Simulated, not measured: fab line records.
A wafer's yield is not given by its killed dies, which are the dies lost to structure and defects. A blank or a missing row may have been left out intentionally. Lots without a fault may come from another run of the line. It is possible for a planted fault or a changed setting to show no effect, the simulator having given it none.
Which of the tools did it? :: flow n5_finfet :: 10 lots with 30 wafers sampled at 3 steps, on a route of 1938 steps

== WHAT EACH GAUGE READ, for each wafer ==
N5_BEOL_M7_CD_MEAS_18: pitch 80 nm, target cd 40 nm. Usual: 40.0 nm for cd_nm, sd 0.88.
lot: L219
measured: day 10 11:47
on: cd_sem-01
cd_nm (nm): 39.7 39.4 40.0
flag: 

lot: L222
measured: day 10 16:47
on: cd_sem-02
cd_nm (nm): 39.7 39.4 40.3
flag: 

lot: L221
measured: day 10 21:05
on: cd_sem-02
cd_nm (nm): 38.8 40.0 39.7
flag: 

lot: L220
measured: day 11 04:27
on: cd_sem-01
cd_nm (nm): 40.1 39.1 40.5
flag: 

lot: L223
measured: day 11 10:01
on: cd_sem-02
cd_nm (nm): 39.0 39.7 38.9
flag: 

lot: L232
measured: day 13 19:07
on: cd_sem-03
cd_nm (nm): 40.9 40.3 40.1
flag: 

lot: L233
measured: day 14 06:32
on: cd_sem-02
cd_nm (nm): 39.6 39.7 40.9
flag: 

lot: L237
measured: day 14 10:29
on: cd_sem-03
cd_nm (nm): 39.4 39.6 38.8
flag: 

lot: L238
measured: day 15 21:09
on: cd_sem-01
cd_nm (nm): 41.2 42.1 41.4
flag: 

lot: L240
measured: day 15 21:51
on: cd_sem-03
cd_nm (nm): 39.7 40.4 39.1
flag: 

== WHICH TOOL RAN EACH LOT (tool, then ch and the chambers of the sampled wafers, then the start) ==
lot: L219
N5_BEOL_M7_DESCUM_16: rie_diel-03 ch 1,2, day 10 11:19
N5_BEOL_M7_ETCH_61: rie_diel-03 ch 1,2, day 10 11:21

lot: L222
N5_BEOL_M7_DESCUM_16: rie_diel-03 ch 0,1,2, day 10 16:13
N5_BEOL_M7_ETCH_61: rie_diel-03 ch 0,1,2, day 10 16:15

lot: L221
N5_BEOL_M7_DESCUM_16: rie_diel-03 ch 1,2,3, day 10 20:38
N5_BEOL_M7_ETCH_61: rie_diel-03 ch 1,2,3, day 10 20:40

lot: L220
N5_BEOL_M7_DESCUM_16: rie_diel-06 ch 0,1,2, day 11 03:59
N5_BEOL_M7_ETCH_61: rie_diel-06 ch 0,1,2, day 11 04:01

lot: L223
N5_BEOL_M7_DESCUM_16: rie_diel-01 ch 0,2,3, day 11 09:34
N5_BEOL_M7_ETCH_61: rie_diel-01 ch 0,2,3, day 11 09:36

lot: L232
N5_BEOL_M7_DESCUM_16: rie_diel-01 ch 0,1,3, day 13 18:39
N5_BEOL_M7_ETCH_61: rie_diel-01 ch 0,1,3, day 13 18:41

lot: L233
N5_BEOL_M7_DESCUM_16: rie_diel-01 ch 0,2,3, day 14 06:04
N5_BEOL_M7_ETCH_61: rie_diel-01 ch 0,2,3, day 14 06:07

lot: L237
N5_BEOL_M7_DESCUM_16: rie_diel-03 ch 1,2, day 14 09:59
N5_BEOL_M7_ETCH_61: rie_diel-03 ch 1,2, day 14 10:01

lot: L238
N5_BEOL_M7_DESCUM_16: rie_diel-06 ch 0,1,2, day 15 20:21
N5_BEOL_M7_ETCH_61: rie_diel-06 ch 0,1,2, day 15 20:23

lot: L240
N5_BEOL_M7_DESCUM_16: rie_diel-06 ch 0,1, day 15 21:13
N5_BEOL_M7_ETCH_61: rie_diel-06 ch 0,1, day 15 21:15
- N5_BEOL_M7_DESCUM_16: chemistry O2, time 7.9 s.
- N5_BEOL_M7_ETCH_61: etches SiARC in CF4, target depth 45.5 nm, time 75.8 s.

== AS READ BY THE TOOLS THEMSELVES (means over the sampled wafers that have a number; for cases with no such wafer, the mark the record gives instead) ==
N5_BEOL_M7_DESCUM_16. Usual: bias_power_w is 19.99 W with standard deviation 0.061, chamber_pressure_mTorr is 20.001 mTorr with standard deviation 0.018, drypump_motor_current_A is 5.7 A with standard deviation 0.51, oes_product_au is 0.77 a.u. with standard deviation 0.07, rf_vpp_V is 243.1 V with standard deviation 1.4, showerhead_plenum_p_Torr is 2.09 Torr with standard deviation 0.067, and throttle_valve_pct is 20.47 % with standard deviation 0.26.
lot: L219
tool: rie_diel-03
bias_power_w (W): 19.99
chamber_pressure_mTorr (mTorr): 20.004
drypump_motor_current_A (A): 5.0
oes_product_au (a.u.): 0.81
rf_vpp_V (V): 242.8
showerhead_plenum_p_Torr (Torr): 2.06
throttle_valve_pct (%): 20.66
flag: 

lot: L222
tool: rie_diel-03
bias_power_w (W): 19.96
chamber_pressure_mTorr (mTorr): 19.999
drypump_motor_current_A (A): 5.2
oes_product_au (a.u.): 0.83
rf_vpp_V (V): 242.9
showerhead_plenum_p_Torr (Torr): 2.09
throttle_valve_pct (%): 20.52
flag: 

lot: L221
tool: rie_diel-03
bias_power_w (W): 19.94
chamber_pressure_mTorr (mTorr): 20.002
drypump_motor_current_A (A): 4.9
oes_product_au (a.u.): 0.78
rf_vpp_V (V): 242.8
showerhead_plenum_p_Torr (Torr): 2.06
throttle_valve_pct (%): 20.60
flag: 

lot: L220
tool: rie_diel-06
bias_power_w (W): 19.99
chamber_pressure_mTorr (mTorr): 19.984
drypump_motor_current_A (A): 5.9
oes_product_au (a.u.): 0.83
rf_vpp_V (V): 243.8
showerhead_plenum_p_Torr (Torr): 2.14
throttle_valve_pct (%): 20.20
flag: 

lot: L223
tool: rie_diel-01
bias_power_w (W): 20.05
chamber_pressure_mTorr (mTorr): 20.008
drypump_motor_current_A (A): 6.1
oes_product_au (a.u.): 0.76
rf_vpp_V (V): 243.8
showerhead_plenum_p_Torr (Torr): 2.11
throttle_valve_pct (%): 20.52
flag: 

lot: L232
tool: rie_diel-01
bias_power_w (W): 19.93
chamber_pressure_mTorr (mTorr): 19.999
drypump_motor_current_A (A): 6.0
oes_product_au (a.u.): 0.73
rf_vpp_V (V): 241.7
showerhead_plenum_p_Torr (Torr): 2.04
throttle_valve_pct (%): 20.57
flag: 

lot: L233
tool: rie_diel-01
bias_power_w (W): 19.96
chamber_pressure_mTorr (mTorr): 20.003
drypump_motor_current_A (A): 6.1
oes_product_au (a.u.): 0.75
rf_vpp_V (V): 243.3
showerhead_plenum_p_Torr (Torr): 2.11
throttle_valve_pct (%): 20.54
flag: 

lot: L237
tool: rie_diel-03
bias_power_w (W): 19.95
chamber_pressure_mTorr (mTorr): 20.009
drypump_motor_current_A (A): 5.0
oes_product_au (a.u.): 0.77
rf_vpp_V (V): 241.5
showerhead_plenum_p_Torr (Torr): 2.05
throttle_valve_pct (%): 20.69
flag: 

lot: L238
tool: rie_diel-06
bias_power_w (W): 20.03
chamber_pressure_mTorr (mTorr): 20.004
drypump_motor_current_A (A): 5.9
oes_product_au (a.u.): 0.80
rf_vpp_V (V): 244.1
showerhead_plenum_p_Torr (Torr): 2.12
throttle_valve_pct (%): 20.24
flag: 

lot: L240
tool: rie_diel-06
bias_power_w (W): 20.00
chamber_pressure_mTorr (mTorr): 20.017
drypump_motor_current_A (A): 5.7
oes_product_au (a.u.): 0.83
rf_vpp_V (V): 242.9
showerhead_plenum_p_Torr (Torr): 2.12
throttle_valve_pct (%): 20.34
flag: 

N5_BEOL_M7_ETCH_61. Usual: bias_w 35.99 W, standard deviation 0.11; chamber_pressure_mTorr 39.99 mTorr, standard deviation 0.046; drypump_motor_current_A 5.7 A, standard deviation 0.51; etch_rf_on_time_s 75.8 s, standard deviation 1.9; oes_product_au 0.67 a.u., standard deviation 0.061; rf_vpp_V 183.9 V, standard deviation 1.1; showerhead_plenum_p_Torr 2.14 Torr, standard deviation 0.067; throttle_valve_pct 15.63 %, standard deviation 0.23.
lot: L219
tool: rie_diel-03
bias_w (W): 35.90
chamber_pressure_mTorr (mTorr): 39.99
drypump_motor_current_A (A): 5.0
etch_rf_on_time_s (s): 74.2
oes_product_au (a.u.): 0.69
rf_vpp_V (V): 183.6
showerhead_plenum_p_Torr (Torr): 2.10
throttle_valve_pct (%): 15.71
flag: 

lot: L222
tool: rie_diel-03
bias_w (W): 35.95
chamber_pressure_mTorr (mTorr): 40.01
drypump_motor_current_A (A): 5.2
etch_rf_on_time_s (s): 74.4
oes_product_au (a.u.): 0.71
rf_vpp_V (V): 184.1
showerhead_plenum_p_Torr (Torr): 2.13
throttle_valve_pct (%): 15.59
flag: 

lot: L221
tool: rie_diel-03
bias_w (W): 36.08
chamber_pressure_mTorr (mTorr): 39.99
drypump_motor_current_A (A): 4.9
etch_rf_on_time_s (s): 74.8
oes_product_au (a.u.): 0.67
rf_vpp_V (V): 183.8
showerhead_plenum_p_Torr (Torr): 2.09
throttle_valve_pct (%): 15.65
flag: 

lot: L220
tool: rie_diel-06
bias_w (W): 35.86
chamber_pressure_mTorr (mTorr): 39.99
drypump_motor_current_A (A): 5.9
etch_rf_on_time_s (s): 75.3
oes_product_au (a.u.): 0.72
rf_vpp_V (V): 184.6
showerhead_plenum_p_Torr (Torr): 2.20
throttle_valve_pct (%): 15.49
flag: 

lot: L223
tool: rie_diel-01
bias_w (W): 35.95
chamber_pressure_mTorr (mTorr): 39.99
drypump_motor_current_A (A): 6.1
etch_rf_on_time_s (s): 77.8
oes_product_au (a.u.): 0.65
rf_vpp_V (V): 184.4
showerhead_plenum_p_Torr (Torr): 2.15
throttle_valve_pct (%): 15.60
flag: 

lot: L232
tool: rie_diel-01
bias_w (W): 35.93
chamber_pressure_mTorr (mTorr): 40.01
drypump_motor_current_A (A): 6.0
etch_rf_on_time_s (s): 75.9
oes_product_au (a.u.): 0.63
rf_vpp_V (V): 183.0
showerhead_plenum_p_Torr (Torr): 2.08
throttle_valve_pct (%): 15.71
flag: 

lot: L233
tool: rie_diel-01
bias_w (W): 35.97
chamber_pressure_mTorr (mTorr): 40.02
drypump_motor_current_A (A): 6.0
etch_rf_on_time_s (s): 77.3
oes_product_au (a.u.): 0.64
rf_vpp_V (V): 184.4
showerhead_plenum_p_Torr (Torr): 2.14
throttle_valve_pct (%): 15.65
flag: 

lot: L237
tool: rie_diel-03
bias_w (W): 36.03
chamber_pressure_mTorr (mTorr): 39.99
drypump_motor_current_A (A): 5.0
etch_rf_on_time_s (s): 73.9
oes_product_au (a.u.): 0.67
rf_vpp_V (V): 183.3
showerhead_plenum_p_Torr (Torr): 2.09
throttle_valve_pct (%): 15.75
flag: 

lot: L238
tool: rie_diel-06
bias_w (W): 36.01
chamber_pressure_mTorr (mTorr): 39.96
drypump_motor_current_A (A): 5.9
etch_rf_on_time_s (s): 75.4
oes_product_au (a.u.): 0.68
rf_vpp_V (V): 184.8
showerhead_plenum_p_Torr (Torr): 2.19
throttle_valve_pct (%): 15.56
flag: 

lot: L240
tool: rie_diel-06
bias_w (W): 35.98
chamber_pressure_mTorr (mTorr): 40.02
drypump_motor_current_A (A): 5.7
etch_rf_on_time_s (s): 74.3
oes_product_au (a.u.): 0.72
rf_vpp_V (V): 184.0
showerhead_plenum_p_Torr (Torr): 2.18
throttle_valve_pct (%): 15.57
flag: 

== THE ANSWER, worked out from the rows above alone ==
Rule: a lot counts as off when the mean over its wafers that have a number is more than 3 standard deviations away from the usual mean. A lot without any number at a reading at which 4 lots or more have one is off too. Where the step has rows for the other lots, those lots are counted as sound. Order of review: gauges by route order, followed by the tools' own readings, for which a lot's mean as printed above is used. At the first step where some lot is off, the reading lying furthest off is the one used; lots without a number count as furthest.
None of the lots is off at any reading shown; this tells nothing.

== WHAT THE SIMULATOR HAD PUT IN ==
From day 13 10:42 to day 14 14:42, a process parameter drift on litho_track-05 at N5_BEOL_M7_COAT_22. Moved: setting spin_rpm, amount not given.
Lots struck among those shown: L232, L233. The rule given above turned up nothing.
